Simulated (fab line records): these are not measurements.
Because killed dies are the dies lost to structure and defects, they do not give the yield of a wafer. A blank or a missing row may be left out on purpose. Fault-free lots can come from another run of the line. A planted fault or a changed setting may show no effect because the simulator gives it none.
fab line records	flow nand_harc
record: lots: 24	wafers: 72	last_day: 33
route steps=1302 shown A_CONTACT@1086 A_M0@1152
lots with no fault: from the same line, run without faults
start_h: hours from the record's opening day to when the first of the lot's shown wafers began	wait_h: time in hours since the lot's previous step	" repeats the value in the row above	L1.1+2: a row that stands for several wafers	- no value, or no start given	* or withheld: withheld	< > ~ a bound
route shown NAME@n: names a module that has steps shown in the file, with the first one's number in the route	usual: average and standard deviation across the fault-free wafers	same: alike in all rows	chamber/n: place in a boat	sites: readings site by site	_std_site: how widely they spread, as a standard deviation	_edge_site: the outer-site mean with the inner-site mean subtracted	radius_mm: how far each site lies from the wafer's centre	mask NAME#n: copy n	behind: the last tool/chamber to shape the wafer	hold: cause of the lot's hold/its duration in hours/its outcome	device: which transistor (n, p or np) failed to switch	end of line: at the end of the route, the tests of the same wafers	a step without rows: its recipe alone	killed: dies lost to structure and defects at the first sort, not the wafer's yield	map: the dies of a wafer, with x for killed, . for not killed, _ for no die there
set.NAME: the run value of the setting; set.NAME@STEP: its run value at that earlier step	model.NAME: the simulator's own value behind a step, which no gauge read
one table for each step of the route and one row for each wafer, over a sample of lots
services: a tool's chamber out of use, with start hour (start_h, from the record's first day; less than 0 if before it), hours out, and reason
== steps ==
step: NHARC_A_CONTACT_ETCH_134
recipe: source_w: withheld	pressure_mtorr: 20	bias_v: withheld	time_s: 140	target_depth_a: 7000	ar_flow_sccm: withheld	c4f8_flow_sccm: withheld	o2_flow_sccm: withheld	chemistry: C4F8/O2/Ar
usual: chamber_pressure_mTorr: 19.999/0.018
lot.wafer	tool	chamber	start_h	wait_h	chamber_pressure_mTorr	rf_hours_counter_h
L074.2	har_cap_etch-01	0	529.18	-	20.008	2
L074.1	"	1	"	"	19.994	2
L074.5	"	1	"	"	20.039	-
L075.2	har_cap_etch-02	0	529.57	-	19.980	90
L075.3	"	0	"	"	19.998	-
L075.5	"	0	"	"	19.975	-
L076.3	har_cap_etch-03	0	531.32	-	19.999	-
L076.6	"	1	"	"	19.963	-
L076.5	"	0	"	"	19.996	-
L077.3	har_cap_etch-02	1	541.76	-	20.017	-
L077.4	"	0	"	"	19.990	-
L077.5	"	0	"	"	19.992	-
L078.2	har_cap_etch-02	0	575.84	-	20.034	95
L078.3	"	1	"	"	20.018	-
L078.5	"	1	"	"	20.004	-
L079.1	har_cap_etch-01	0	583.15	-	20.012	13
L079.4	"	1	"	"	20.003	-
L079.6	"	0	"	"	19.990	-
L081.2	har_cap_etch-02	0	587.24	-	19.990	98
L081.1	"	1	"	"	19.979	98
L081.3	"	1	"	"	20.010	-
L080.2	har_cap_etch-02	0	589.78	-	20.019	99
L080.4	"	1	"	"	19.990	-
L080.6	"	1	"	"	20.005	-
L082.1	har_cap_etch-03	1	591.19	-	19.976	60
L082.3	"	0	"	"	19.993	-
L082.6	"	1	"	"	19.964	-
L086.1	har_cap_etch-02	0	610.19	-	19.986	105
L086.2	"	1	"	"	20.008	105
L086.5	"	1	"	"	19.995	-
L083.4	har_cap_etch-03	0	614.44	-	20.009	-
L083.3	"	1	"	"	20.000	-
L083.5	"	0	"	"	19.970	-
L084.2	har_cap_etch-02	1	620.11	-	19.963	106
L084.6	"	0	"	"	20.001	-
L084.5	"	1	"	"	20.029	-
L085.1	har_cap_etch-03	1	620.45	-	20.004	66
L085.3	"	1	"	"	19.986	-
L085.6	"	1	"	"	19.976	-
L087.4	har_cap_etch-03	1	632.41	-	19.990	-
L087.6	"	1	"	"	19.999	-
L087.5	"	0	"	"	20.035	-
L089.2	har_cap_etch-01	0	663.90	-	19.992	29
L089.1	"	1	"	"	19.974	29
L089.3	"	0	"	"	20.002	-
L088.2	har_cap_etch-02	0	665.13	-	19.995	112
L088.5	"	1	"	"	20.005	-
L088.6	"	0	"	"	20.011	-
L090.1	har_cap_etch-03	1	667.53	-	19.985	73
L090.4	"	1	"	"	20.018	-
L090.5	"	1	"	"	20.019	-
L092.1	har_cap_etch-03	1	706.24	-	20.008	79
L092.5	"	1	"	"	20.001	-
L092.6	"	0	"	"	19.999	-
L091.2	har_cap_etch-03	0	709.97	-	19.941	80
L091.4	"	1	"	"	20.005	-
L091.5	"	1	"	"	19.976	-
L093.2	har_cap_etch-01	1	715.37	-	19.981	38
L093.1	"	0	"	"	19.973	38
L093.5	"	1	"	"	19.996	-
L095.1	har_cap_etch-02	1	718.48	-	19.990	121
L095.2	"	0	"	"	19.987	121
L095.5	"	1	"	"	19.992	-
L094.2	har_cap_etch-01	1	722.21	-	20.012	39
L094.1	"	0	"	"	20.004	39
L094.5	"	1	"	"	20.017	-
L097.1	har_cap_etch-01	1	734.27	-	19.983	40
L097.3	"	1	"	"	19.995	-
L097.6	"	0	"	"	19.982	-
L096.3	har_cap_etch-03	1	737.80	-	19.983	-
L096.6	"	0	"	"	20.009	-
L096.5	"	1	"	"	20.002	-
step: NHARC_A_CONTACT_ETCH_137
recipe: source_w: withheld	pressure_mtorr: 20	bias_v: 1200	time_s: 311	target_depth_a: 19120	ar_flow_sccm: withheld	c4f8_flow_sccm: withheld	o2_flow_sccm: withheld	chemistry: C4F8/O2/Ar
usual: chamber_pressure_mTorr: 19.997/0.019
lot.wafer	tool	chamber	start_h	wait_h	chamber_pressure_mTorr	rf_hours_counter_h
L074.2	har_cap_etch-01	0	529.92	0.2	19.970	2
L074.1	"	1	"	"	20.021	2
L074.5	"	1	"	"	20.004	-
L075.2	har_cap_etch-02	0	530.32	0.2	19.987	91
L075.3	"	0	"	"	19.993	-
L075.5	"	0	"	"	19.977	-
L076.3	har_cap_etch-03	0	532.10	0.2	20.007	-
L076.6	"	1	"	"	20.012	-
L076.5	"	0	"	"	19.988	-
L077.3	har_cap_etch-02	1	542.53	0.2	20.006	-
L077.4	"	0	"	"	19.990	-
L077.5	"	0	"	"	20.008	-
L078.2	har_cap_etch-02	0	576.58	0.2	19.958	96
L078.3	"	1	"	"	20.008	-
L078.5	"	1	"	"	19.997	-
L079.1	har_cap_etch-01	0	583.91	0.2	20.000	14
L079.4	"	1	"	"	19.993	-
L079.6	"	0	"	"	20.013	-
L081.2	har_cap_etch-02	0	587.99	0.2	19.988	99
L081.1	"	1	"	"	19.985	99
L081.3	"	1	"	"	20.006	-
L080.2	har_cap_etch-02	0	590.54	0.2	20.032	100
L080.4	"	1	"	"	19.997	-
L080.6	"	1	"	"	20.012	-
L082.1	har_cap_etch-03	1	591.94	0.2	20.004	60
L082.3	"	0	"	"	20.001	-
L082.6	"	1	"	"	19.992	-
L086.1	har_cap_etch-02	0	610.93	0.2	20.014	105
L086.2	"	1	"	"	19.985	105
L086.5	"	1	"	"	19.998	-
L083.4	har_cap_etch-03	0	615.20	0.2	20.008	-
L083.3	"	1	"	"	19.976	-
L083.5	"	0	"	"	20.004	-
L084.2	har_cap_etch-02	1	620.87	0.2	19.997	107
L084.6	"	0	"	"	20.003	-
L084.5	"	1	"	"	20.003	-
L085.1	har_cap_etch-03	1	621.19	0.2	20.024	67
L085.3	"	1	"	"	19.989	-
L085.6	"	1	"	"	20.010	-
L087.4	har_cap_etch-03	1	633.18	0.2	19.978	-
L087.6	"	1	"	"	20.004	-
L087.5	"	0	"	"	19.995	-
L089.2	har_cap_etch-01	0	664.88	0.3	19.971	29
L089.1	"	1	"	"	19.998	29
L089.3	"	0	"	"	19.978	-
L088.2	har_cap_etch-02	0	665.89	0.2	20.017	112
L088.5	"	1	"	"	19.965	-
L088.6	"	0	"	"	19.996	-
L090.1	har_cap_etch-03	1	668.48	0.3	19.955	73
L090.4	"	1	"	"	20.022	-
L090.5	"	1	"	"	19.996	-
L092.1	har_cap_etch-03	1	706.98	0.2	19.999	79
L092.5	"	1	"	"	19.980	-
L092.6	"	0	"	"	19.974	-
L091.2	har_cap_etch-03	0	710.73	0.2	19.996	81
L091.4	"	1	"	"	19.963	-
L091.5	"	1	"	"	19.977	-
L093.2	har_cap_etch-01	1	716.37	0.3	19.986	38
L093.1	"	0	"	"	20.028	38
L093.5	"	1	"	"	19.974	-
L095.1	har_cap_etch-02	1	719.23	0.2	19.986	122
L095.2	"	0	"	"	20.002	122
L095.5	"	1	"	"	19.993	-
L094.2	har_cap_etch-01	1	723.21	0.3	19.952	40
L094.1	"	0	"	"	20.020	40
L094.5	"	1	"	"	20.005	-
L097.1	har_cap_etch-01	1	735.01	0.2	20.005	41
L097.3	"	1	"	"	20.005	-
L097.6	"	0	"	"	19.986	-
L096.3	har_cap_etch-03	1	738.57	0.2	20.005	-
L096.6	"	0	"	"	19.986	-
L096.5	"	1	"	"	20.014	-
step: NHARC_A_CONTACT_ETCH_139
recipe: source_w: withheld	pressure_mtorr: 20	bias_v: 400	time_s: 195	target_depth_a: 8400	ar_flow_sccm: withheld	c4f8_flow_sccm: 11.5	o2_flow_sccm: 7.2	chemistry: C4F8/O2/Ar
usual: chamber_pressure_mTorr: 20.001/0.019
lot.wafer	tool	chamber	start_h	wait_h	chamber_pressure_mTorr	rf_hours_counter_h
L074.2	har_cap_etch-01	0	530.45	0.2	19.986	3
L074.1	"	1	"	"	20.006	3
L074.5	"	1	"	"	19.992	-
L075.2	har_cap_etch-02	0	530.85	0.2	19.997	91
L075.3	"	0	"	"	19.984	-
L075.5	"	0	"	"	20.005	-
L076.3	har_cap_etch-03	0	532.65	0.2	20.011	-
L076.6	"	1	"	"	20.010	-
L076.5	"	0	"	"	19.975	-
L077.3	har_cap_etch-02	1	543.07	0.2	20.003	-
L077.4	"	0	"	"	20.011	-
L077.5	"	0	"	"	20.000	-
L078.2	har_cap_etch-02	0	577.12	0.2	19.972	96
L078.3	"	1	"	"	19.990	-
L078.5	"	1	"	"	19.989	-
L079.1	har_cap_etch-01	0	584.45	0.2	19.998	14
L079.4	"	1	"	"	19.999	-
L079.6	"	0	"	"	20.018	-
L081.2	har_cap_etch-02	0	588.53	0.2	20.011	99
L081.1	"	1	"	"	19.998	99
L081.3	"	1	"	"	20.014	-
L080.2	har_cap_etch-02	0	591.08	0.2	19.976	101
L080.4	"	1	"	"	19.986	-
L080.6	"	1	"	"	20.011	-
L082.1	har_cap_etch-03	1	592.49	0.2	20.011	61
L082.3	"	0	"	"	19.975	-
L082.6	"	1	"	"	20.025	-
L086.1	har_cap_etch-02	0	611.47	0.2	20.026	106
L086.2	"	1	"	"	19.986	106
L086.5	"	1	"	"	20.027	-
L083.4	har_cap_etch-03	0	615.74	0.2	20.023	-
L083.3	"	1	"	"	20.017	-
L083.5	"	0	"	"	20.003	-
L084.2	har_cap_etch-02	1	621.41	0.2	20.020	107
L084.6	"	0	"	"	19.994	-
L084.5	"	1	"	"	19.987	-
L085.1	har_cap_etch-03	1	621.73	0.2	19.978	67
L085.3	"	1	"	"	19.989	-
L085.6	"	1	"	"	20.003	-
L087.4	har_cap_etch-03	1	633.73	0.2	20.030	-
L087.6	"	1	"	"	19.970	-
L087.5	"	0	"	"	19.951	-
L089.2	har_cap_etch-01	0	665.60	0.3	20.013	30
L089.1	"	1	"	"	19.996	30
L089.3	"	0	"	"	19.971	-
L088.2	har_cap_etch-02	0	666.42	0.2	19.992	113
L088.5	"	1	"	"	19.997	-
L088.6	"	0	"	"	20.013	-
L090.1	har_cap_etch-03	1	669.21	0.3	19.995	74
L090.4	"	1	"	"	20.005	-
L090.5	"	1	"	"	19.899	-
L092.1	har_cap_etch-03	1	707.53	0.2	20.014	80
L092.5	"	1	"	"	19.991	-
L092.6	"	0	"	"	20.000	-
L091.2	har_cap_etch-03	0	711.27	0.2	19.993	81
L091.4	"	1	"	"	20.012	-
L091.5	"	1	"	"	20.015	-
L093.2	har_cap_etch-01	1	717.09	0.3	19.994	39
L093.1	"	0	"	"	20.004	39
L093.5	"	1	"	"	20.019	-
L095.1	har_cap_etch-02	1	719.77	0.2	19.995	122
L095.2	"	0	"	"	20.013	122
L095.5	"	1	"	"	20.042	-
L094.2	har_cap_etch-01	1	723.94	0.3	20.018	40
L094.1	"	0	"	"	19.998	40
L094.5	"	1	"	"	19.991	-
L097.1	har_cap_etch-01	1	735.55	0.2	19.989	42
L097.3	"	1	"	"	20.001	-
L097.6	"	0	"	"	20.006	-
L096.3	har_cap_etch-03	1	739.11	0.2	20.009	-
L096.6	"	0	"	"	20.004	-
L096.5	"	1	"	"	20.017	-
step: NHARC_A_CONTACT_ETCH_110
recipe: target_depth_a: 600	overetch_a: 60	time_s: 33	ion_energy_ev: 100	cf4_flow_sccm: 80	o2_flow_sccm: 20	ar_flow_sccm: 0	rf_w: 300	bias_w: 100	chemistry: CF4/O2
usual: chamber_pressure_mTorr: 30.000/0.027	drypump_motor_current_A: 5.7/0.37	oes_product_au: 1.001/0.01	rf_vpp_V: 196.9/1.7	showerhead_plenum_p_Torr: 1.29/0.068	throttle_valve_pct: 13.397/0.0088
lot.wafer	tool	chamber	start_h	wait_h	chamber_pressure_mTorr	drypump_motor_current_A	oes_product_au	rf_hours_counter_h	rf_vpp_V	showerhead_plenum_p_Torr	throttle_valve_pct
L074.1	rie_diel-09	3	531.57	0.1	29.959	6.2	0.992	4	196.2	1.25	13.392
L074.2	"	2	"	"	29.998	5.6	0.998	4	196.0	1.24	13.409
L074.5	"	0	"	"	30.019	5.3	1.006	-	199.4	1.41	13.400
L075.3	rie_diel-09	3	532.28	0.1	30.017	6.2	0.999	5	196.2	1.25	13.406
L075.2	"	0	"	"	29.961	5.3	0.999	4	200.2	1.41	13.405
L075.5	"	2	"	"	29.998	5.6	1.007	-	197.4	1.24	13.409
L076.3	rie_diel-09	1	533.68	0.1	30.013	5.7	0.994	6	196.0	1.24	13.398
L076.5	"	0	"	"	30.004	5.3	1.024	-	198.3	1.41	13.387
L076.6	"	1	"	"	29.958	5.7	1.001	-	195.2	1.24	13.391
L077.3	rie_diel-09	3	544.06	0.1	30.020	6.2	0.998	6	195.9	1.25	13.394
L077.4	"	0	"	"	30.039	5.3	1.010	6	198.1	1.41	13.386
L077.5	"	2	"	"	30.024	5.6	0.995	-	195.3	1.24	13.383
L078.2	rie_diel-11	0	578.27	0.1	29.921	5.5	0.999	47	196.9	1.33	13.394
L078.3	"	1	"	"	30.001	5.8	0.976	46	195.8	1.30	13.392
L078.5	"	0	"	"	30.022	5.5	1.007	-	199.0	1.33	13.395
L079.1	rie_diel-09	3	585.54	0.1	30.034	6.2	0.991	13	195.9	1.25	13.395
L079.6	"	3	"	"	30.045	6.2	1.000	-	194.6	1.25	13.394
L079.4	"	0	"	"	30.033	5.3	1.005	-	198.9	1.41	13.389
L081.3	rie_diel-09	0	589.69	0.1	30.055	5.3	0.994	17	199.6	1.41	13.383
L081.1	"	1	"	"	29.970	5.6	0.990	18	196.4	1.23	13.408
L081.2	"	3	"	"	30.011	6.2	0.994	15	196.1	1.25	13.394
L080.4	rie_diel-09	0	592.15	0.1	30.001	5.3	1.004	18	199.1	1.41	13.402
L080.2	"	3	"	"	29.967	6.2	1.007	15	196.9	1.25	13.397
L080.6	"	0	"	"	30.032	5.3	1.003	-	199.6	1.41	13.397
L082.1	rie_diel-11	2	593.55	0.1	29.968	6.3	1.008	61	197.0	1.26	13.410
L082.3	"	1	"	"	29.991	5.8	0.980	52	195.3	1.30	13.410
L082.6	"	2	"	"	29.977	6.3	0.997	-	196.8	1.26	13.414
L086.1	rie_diel-08	2	612.55	0.1	30.076	5.9	1.003	18	198.4	1.31	13.399
L086.2	"	3	"	"	30.017	6.2	0.998	19	195.8	1.25	13.412
L086.5	"	3	"	"	30.004	6.2	0.992	-	196.8	1.25	13.399
L083.4	rie_diel-09	3	616.72	0.1	30.036	6.2	0.998	20	194.9	1.25	13.401
L083.3	"	1	"	"	29.989	5.7	0.996	24	197.0	1.23	13.393
L083.5	"	2	"	"	29.977	5.6	1.017	-	196.5	1.24	13.408
L084.2	rie_diel-09	0	622.45	0.0	29.977	5.3	1.003	24	198.4	1.40	13.396
L084.6	"	0	"	"	29.971	5.3	1.011	-	198.8	1.40	13.396
L084.5	"	1	"	"	29.976	5.7	0.999	-	196.8	1.23	13.400
L085.1	rie_diel-08	1	622.86	0.1	29.998	4.8	0.998	20	198.4	1.30	13.389
L085.3	"	3	"	"	29.994	6.2	0.997	22	194.7	1.25	13.409
L085.6	"	1	"	"	29.966	4.8	1.000	-	197.9	1.30	13.385
L087.4	rie_diel-08	0	634.75	0.1	30.037	5.3	1.020	24	198.7	1.32	13.403
L087.6	"	3	"	"	29.970	6.2	0.990	-	196.3	1.24	13.405
L087.5	"	0	"	"	29.992	5.3	1.017	-	197.3	1.32	13.397
L089.3	rie_diel-09	3	666.76	0.1	29.997	6.2	0.997	26	196.4	1.25	13.404
L089.2	"	0	"	"	29.988	5.3	0.998	29	199.1	1.40	13.405
L089.1	"	1	"	"	30.008	5.7	0.998	31	197.5	1.23	13.391
L088.2	rie_diel-09	1	667.46	0.1	29.984	5.7	0.984	31	195.6	1.23	13.401
L088.6	"	2	"	"	30.022	5.6	1.009	-	196.8	1.24	13.390
L088.5	"	3	"	"	29.999	6.2	0.992	-	194.4	1.25	13.413
L090.4	rie_diel-11	2	670.31	0.1	30.015	6.4	1.006	17	196.0	1.26	13.389
L090.1	"	3	"	"	30.008	5.9	1.001	16	196.1	1.28	13.406
L090.5	"	2	"	"	30.033	6.4	1.015	-	197.7	1.26	13.390
L092.1	rie_diel-09	3	708.80	0.0	30.021	6.2	0.996	4	195.8	1.25	13.386
L092.5	"	3	"	"	29.987	6.2	0.997	-	195.2	1.25	13.407
L092.6	"	0	"	"	30.009	5.3	0.989	-	199.2	1.40	13.408
L091.4	rie_diel-09	1	712.46	0.1	30.036	5.7	1.003	5	200.6	1.44	13.398
L091.2	"	3	"	"	29.969	6.2	0.996	4	194.9	1.25	13.387
L091.5	"	1	"	"	30.030	5.6	1.012	-	198.9	1.45	13.392
L093.2	rie_diel-09	2	718.68	0.1	29.990	5.6	1.006	7	196.2	1.24	13.409
L093.1	"	3	"	"	30.024	6.2	1.010	6	196.2	1.24	13.385
L093.5	"	3	"	"	29.973	6.2	0.985	-	195.0	1.24	13.408
L095.2	rie_diel-09	3	720.96	0.1	30.002	6.2	0.997	6	196.8	1.24	13.411
L095.1	"	0	"	"	29.954	5.3	0.983	6	198.4	1.40	13.394
L095.5	"	3	"	"	30.060	6.2	0.987	-	196.5	1.24	13.396
L094.2	rie_diel-09	3	725.66	0.1	30.010	6.2	1.001	8	192.9	1.24	13.384
L094.1	"	1	"	"	30.010	5.6	1.004	7	200.2	1.44	13.397
L094.5	"	3	"	"	30.005	6.2	0.998	-	196.0	1.24	13.401
L097.3	rie_diel-11	0	736.63	0.1	29.999	5.5	0.993	36	199.1	1.32	13.384
L097.1	"	2	"	"	30.027	6.4	1.009	42	196.1	1.25	13.401
L097.6	"	0	"	"	30.001	5.5	0.994	-	197.8	1.32	13.398
L096.3	rie_diel-09	2	740.06	0.1	30.021	5.6	1.013	12	197.2	1.24	13.385
L096.5	"	3	"	"	29.993	6.2	0.985	-	194.8	1.24	13.403
L096.6	"	0	"	"	29.999	5.3	0.981	-	199.5	1.40	13.384
step: NHARC_A_M0_ETCH_15
recipe: target_depth_a: 1500	overetch_a: 150	time_s: 82.5	c4f8_flow_sccm: withheld	ar_flow_sccm: 400	rf_w: 600	bias_w: 300	chemistry: C4F8/Ar
usual: chamber_pressure_mTorr: 24.999/0.021	oes_product_au: 0.945/0.025	rf_vpp_V: 441.3/2.9
lot.wafer	tool	chamber	start_h	wait_h	chamber_pressure_mTorr	oes_product_au	rf_hours_counter_h	rf_vpp_V
L074.2	rie_diel-03	1	-	-	25.006	0.963	2.5	440.0
L074.1	"	3	"	"	24.987	0.938	2.5	440.2
L074.5	"	1	"	"	24.974	0.949	-	439.8
L075.2	rie_diel-03	3	-	-	24.963	0.944	2.5	440.6
L075.3	"	2	"	"	24.995	0.965	2.9	446.5
L075.5	"	3	"	"	24.990	0.951	-	441.0
L076.3	rie_diel-06	0	-	-	25.013	0.962	2.6	442.5
L076.5	"	3	"	"	25.008	0.997	-	437.5
L076.6	"	0	"	"	25.006	0.952	-	442.8
L077.4	rie_diel-03	1	-	-	25.004	0.987	4.6	439.7
L077.3	"	3	"	"	25.012	0.960	3.7	439.5
L077.5	"	2	"	"	25.046	0.973	-	445.1
L078.3	rie_diel-06	3	-	-	25.011	0.988	5.5	436.1
L078.2	"	0	"	"	24.980	0.969	4.0	442.2
L078.5	"	3	"	"	25.025	0.998	-	437.8
L079.1	rie_diel-06	1	-	-	24.985	0.931	4.9	436.1
L079.4	"	3	"	"	25.032	0.930	5.6	437.4
L079.6	"	2	"	"	25.005	0.919	-	438.5
L081.3	rie_diel-12	2	-	-	25.015	0.916	6.3	439.3
L081.2	"	3	"	"	25.017	0.937	6.2	444.6
L081.1	"	0	"	"	25.000	0.927	6.2	441.4
L080.4	rie_diel-03	0	-	-	24.975	0.941	7.3	445.5
L080.2	"	1	"	"	24.996	0.930	7.1	438.8
L080.6	"	0	"	"	25.055	0.928	-	443.2
L082.1	rie_diel-03	1	-	-	24.999	0.965	7.2	439.8
L082.3	"	2	"	"	25.011	0.992	6.4	444.6
L082.6	"	1	"	"	24.979	0.969	-	439.0
L086.2	rie_diel-06	1	-	-	24.976	0.950	6.4	436.7
L086.1	"	2	"	"	25.000	0.945	7.6	436.8
L086.5	"	1	"	"	25.003	0.942	-	435.7
L083.4	rie_diel-03	0	-	-	24.967	0.930	9.1	443.8
L083.3	"	3	"	"	24.990	0.921	8.6	441.8
L083.5	"	1	"	"	25.006	0.927	-	439.9
L084.2	rie_diel-03	2	-	-	25.004	0.933	8.3	443.8
L084.5	"	3	"	"	24.965	0.906	-	441.8
L084.6	"	0	"	"	24.977	0.939	-	444.4
L085.3	rie_diel-03	2	-	-	25.015	0.941	8.3	444.6
L085.1	"	0	"	"	25.016	0.924	10.0	445.2
L085.6	"	3	"	"	25.008	0.913	-	440.8
L087.4	rie_diel-12	1	-	-	25.011	0.961	0.5	443.5
L087.6	"	2	"	"	25.004	0.955	-	439.6
L087.5	"	3	"	"	24.958	0.981	-	444.8
L089.3	rie_diel-03	3	-	-	24.976	0.956	0.6	442.6
L089.1	"	0	"	"	25.051	0.964	1.1	443.3
L089.2	"	1	"	"	25.004	0.979	1.1	439.9
L088.2	rie_diel-03	0	-	-	24.976	0.965	1.2	445.2
L088.5	"	0	"	"	24.976	0.978	-	443.7
L088.6	"	1	"	"	25.035	0.964	-	437.7
L090.1	rie_diel-12	2	-	-	25.009	0.933	3.2	436.7
L090.4	"	3	"	"	24.997	0.974	3.2	444.8
L090.5	"	1	"	"	25.035	0.981	-	445.0
L092.1	rie_diel-12	0	-	-	24.998	0.909	3.2	442.3
L092.5	"	1	"	"	25.024	0.927	-	443.0
L092.6	"	2	"	"	25.007	0.920	-	438.1
L091.4	rie_diel-12	2	-	-	24.974	0.970	5.0	439.3
L091.2	"	3	"	"	24.983	0.977	4.8	444.8
L091.5	"	0	"	"	24.980	0.939	-	444.0
L093.1	rie_diel-12	2	-	-	24.983	0.956	5.2	438.8
L093.2	"	0	"	"	24.993	0.949	3.5	442.7
L093.5	"	2	"	"	25.007	0.953	-	439.3
L095.1	rie_diel-12	2	-	-	24.999	0.911	5.2	438.3
L095.2	"	3	"	"	25.055	0.917	5.0	444.6
L095.5	"	2	"	"	25.000	0.903	-	438.7
L094.2	rie_diel-12	3	-	-	25.044	0.914	5.5	443.0
L094.1	"	0	"	"	25.014	0.900	3.9	442.1
L094.5	"	3	"	"	25.020	0.919	-	443.3
L097.1	rie_diel-03	1	-	-	25.000	0.928	6.0	439.4
L097.3	"	3	"	"	24.985	0.922	4.3	442.2
L097.6	"	1	"	"	24.966	0.929	-	438.6
L096.3	rie_diel-06	2	-	-	25.013	0.909	4.2	438.0
L096.6	"	1	"	"	24.979	0.922	-	437.5
L096.5	"	2	"	"	24.971	0.916	-	438.6
step: NHARC_A_M0_PRE_CLEAN_29
recipe: time_s: 30	temp_c: 280	gas: H2/He
usual: heater_power_w: 408/41
lot.wafer	tool	chamber	start_h	wait_h	heater_power_w
L074.1	pvd_sputter-03	-	-	-	461
L074.2	"	-	"	"	397
L074.5	"	-	"	"	406
L075.3	pvd_sputter-03	-	-	-	484
L075.2	"	-	"	"	391
L075.5	"	-	"	"	384
L076.3	pvd_sputter-02	-	-	-	436
L076.6	"	-	"	"	397
L076.5	"	-	"	"	374
L077.4	pvd_sputter-02	-	-	-	414
L077.3	"	-	"	"	441
L077.5	"	-	"	"	413
L078.3	pvd_sputter-03	-	-	-	492
L078.2	"	-	"	"	446
L078.5	"	-	"	"	489
L079.1	pvd_sputter-02	-	-	-	375
L079.4	"	-	"	"	346
L079.6	"	-	"	"	381
L081.3	pvd_sputter-03	-	-	-	408
L081.2	"	-	"	"	482
L081.1	"	-	"	"	381
L080.4	pvd_sputter-03	-	-	-	380
L080.2	"	-	"	"	448
L080.6	"	-	"	"	485
L082.1	pvd_sputter-03	-	-	-	446
L082.3	"	-	"	"	393
L082.6	"	-	"	"	454
L086.2	pvd_sputter-01	-	-	-	376
L086.1	"	-	"	"	437
L086.5	"	-	"	"	373
L083.3	pvd_sputter-01	-	-	-	424
L083.4	"	-	"	"	367
L083.5	"	-	"	"	420
L084.2	pvd_sputter-02	-	-	-	356
L084.6	"	-	"	"	385
L084.5	"	-	"	"	440
L085.1	pvd_sputter-01	-	-	-	408
L085.3	"	-	"	"	354
L085.6	"	-	"	"	423
L087.4	pvd_sputter-01	-	-	-	406
L087.6	"	-	"	"	366
L087.5	"	-	"	"	373
L089.1	pvd_sputter-02	-	-	-	343
L089.2	"	-	"	"	399
L089.3	"	-	"	"	448
L088.2	pvd_sputter-03	-	-	-	493
L088.5	"	-	"	"	367
L088.6	"	-	"	"	452
L090.4	pvd_sputter-02	-	-	-	409
L090.1	"	-	"	"	449
L090.5	"	-	"	"	392
L092.1	pvd_sputter-02	-	-	-	437
L092.5	"	-	"	"	434
L092.6	"	-	"	"	357
L091.4	pvd_sputter-01	-	-	-	366
L091.2	"	-	"	"	428
L091.5	"	-	"	"	419
L093.2	pvd_sputter-02	-	-	-	350
L093.1	"	-	"	"	406
L093.5	"	-	"	"	355
L095.2	pvd_sputter-03	-	-	-	373
L095.1	"	-	"	"	453
L095.5	"	-	"	"	449
L094.2	pvd_sputter-02	-	-	-	444
L094.1	"	-	"	"	352
L094.5	"	-	"	"	441
L097.1	pvd_sputter-03	-	-	-	507
L097.3	"	-	"	"	450
L097.6	"	-	"	"	500
L096.3	pvd_sputter-02	-	-	-	394
L096.5	"	-	"	"	346
L096.6	"	-	"	"	404
== services ==
tool	chamber	start_h	hours	kind
rie_diel-03	0	519.16	3.2	repair
pvd_sputter-03	-	526.18	10.0	pm
rie_diel-06	-	539.51	0.7	repair
pvd_sputter-02	-	559.35	4.8	repair
rie_diel-03	3	559.59	2.6	repair
har_cap_etch-02	-	561.56	3.9	repair
pvd_sputter-01	-	582.00	10.0	pm
rie_diel-09	2	583.96	4.6	repair
har_cap_etch-03	-	593.66	1.3	repair
pvd_sputter-01	-	599.31	5.2	repair
rie_diel-12	-	622.41	9.0	pm
pvd_sputter-03	-	622.75	2.2	repair
rie_diel-03	1	623.99	6.2	repair
har_cap_etch-02	-	632.06	0.4	repair
rie_diel-09	3	633.77	4.6	repair
pvd_sputter-02	-	638.00	10.0	pm
rie_diel-12	0	646.58	5.1	repair
rie_diel-03	-	648.71	0.5	repair
rie_diel-03	-	657.35	9.0	pm
pvd_sputter-03	-	670.08	3.7	repair
rie_diel-09	-	674.19	9.0	pm
rie_diel-03	2	699.97	1.4	repair
pvd_sputter-03	-	704.18	10.0	pm
rie_diel-09	1	717.57	6.1	repair
== key ==
fault none
